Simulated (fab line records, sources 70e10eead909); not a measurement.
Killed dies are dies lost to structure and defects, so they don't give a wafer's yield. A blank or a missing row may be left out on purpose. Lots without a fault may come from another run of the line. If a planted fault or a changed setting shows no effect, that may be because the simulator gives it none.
Chamber matching	flow nand_harc	NHARC_A_CHANNEL_FILL_D2_STRIP_28 on rie_diel-06: 4 sister chambers
The step strips in O2, time 20 s. 8 wafers are shown with their chamber, then 10 later ones without.

WAFERS PAIRED WITH THEIR CHAMBERS
wafer	chamber	showerhead_plenum_p_Torr (Torr)	drypump_motor_current_A (A)
L077.2	1	3.35	5.4
L086.5	2	3.59	5.4
L086.6	3	3.36	5.4
L087.1	1	3.34	5.4
L087.3	3	3.36	5.4
L087.4	0	3.43	5.9
L093.1	2	3.59	5.5
L093.3	0	3.43	5.9

WAFERS WITH NO CHAMBER GIVEN
wafer	showerhead_plenum_p_Torr (Torr)	drypump_motor_current_A (A)
L093.5	3.34	5.4
L095.2	3.34	5.4
L095.3	3.36	5.4
L095.6	3.36	5.4
L097.1	3.36	5.4
L097.2	3.43	5.9
L097.3	3.59	5.4
L097.4	3.34	5.4
L097.5	3.43	5.8
L097.6	3.34	5.4

CHAMBER TAKEN BY EACH
wafer	from the rows above	in truth
L093.5	1	1
L095.2	1	1
L095.3	3	3
L095.6	3	3
L097.1	3	3
L097.2	0	0
L097.3	2	2
L097.4	1	1
L097.5	0	0
L097.6	1	1
10 of 10 placed correctly. Left unplaced by these rows: 0. Number placed wrongly: 0.
How it was worked out, from the rows above alone: a wafer's distance from a chamber is the root of the sum, over the readings, of the square of ((its reading less the chamber's mean) divided by the reading's scatter). If the next closest chamber is less than 2 further off than the closest, the wafer can't be placed; otherwise it belongs to the closest. Each chamber's mean is taken over the wafers shown for it. The scatter: the root of (the sum of the squares of (reading less its chamber's mean) over the shown wafers, divided by (wafers less chambers)).
